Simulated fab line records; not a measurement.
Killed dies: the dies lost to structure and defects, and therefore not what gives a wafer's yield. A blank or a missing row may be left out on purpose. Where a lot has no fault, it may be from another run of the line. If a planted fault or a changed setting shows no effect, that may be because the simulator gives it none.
Which tool was responsible? | flow nand_harc | Sampling: 7 lots, 20 wafers, 3 of 1159 route steps

## WHAT THE GAUGES READ, wafer by wafer
NHARC_A_CONTACT_OVL_MEAS_09.
lot  | measured     | on         | overlay_x_nm (nm)
L351 | day 17 05:29 | overlay-02 | -0.2 0.4 1.1
L354 | day 18 15:28 | overlay-01 | -1.5 -1.7 -2.2
L357 | day 18 23:26 | overlay-01 | -0.4 -0.3 -0.3
L360 | day 19 11:25 | overlay-01 | -0.4 -0.3 -0.7
L359 | day 20 10:38 | overlay-01 | 2.5 3.0 2.0
L366 | day 20 22:10 | overlay-02 | 1.0 1.3
L371 | day 22 07:46 | overlay-02 | -0.2 -0.9 -1.0

## WHICH TOOL RAN EACH LOT (tool, then ch and the chambers of the sampled wafers, then the start)
lot  | NHARC_A_CONTACT_ETCH_127             | NHARC_A_CONTACT_SOFTBAKE_03
L351 | har_cap_etch-01 ch 1, day 17 00:16   | litho_track-01 ch 0, day 17 04:00
L354 | har_cap_etch-03 ch 1, day 18 10:49   | litho_track-04 ch 0, day 18 15:00
L357 | har_cap_etch-01 ch 0, day 18 17:59   | litho_track-01 ch 0, day 18 22:00
L360 | har_cap_etch-01 ch 0,1, day 19 04:13 | litho_track-04 ch 0, day 19 10:00
L359 | har_cap_etch-02 ch 0,1, day 20 01:53 | litho_track-06 ch 0, day 20 10:00
L366 | har_cap_etch-02 ch 0,1, day 20 16:20 | litho_track-04 ch 0, day 20 21:00
L371 | har_cap_etch-01 ch 0,1, day 22 03:10 | litho_track-04 ch 0, day 22 07:00
- NHARC_A_CONTACT_ETCH_127: etches the open film in C4F8/O2/Ar, time 155 s, target depth 956 nm.
- NHARC_A_CONTACT_SOFTBAKE_03: time 55 s.

## THE ANSWER, worked out from the rows above alone
Rule: the lots themselves supply what counts as usual. The widest of any qualifying gaps counts: lots, ordered by their means at a reading, are off when they make up no more than a third of the lots, leave a main group of 4 or more, and stand apart from it by 3 or more times the standard deviation of that group's means. The tables above print the reading to a certain number of digits; a main group whose means all agree to those digits is not used. A lot without any number at a reading at which 4 lots or more have one is off too. The other lots that the step has rows for count as sound.
Across all readings shown, no lot is off: no conclusion can be drawn from this.

## WHAT HAD BEEN PUT IN BY THE SIMULATOR
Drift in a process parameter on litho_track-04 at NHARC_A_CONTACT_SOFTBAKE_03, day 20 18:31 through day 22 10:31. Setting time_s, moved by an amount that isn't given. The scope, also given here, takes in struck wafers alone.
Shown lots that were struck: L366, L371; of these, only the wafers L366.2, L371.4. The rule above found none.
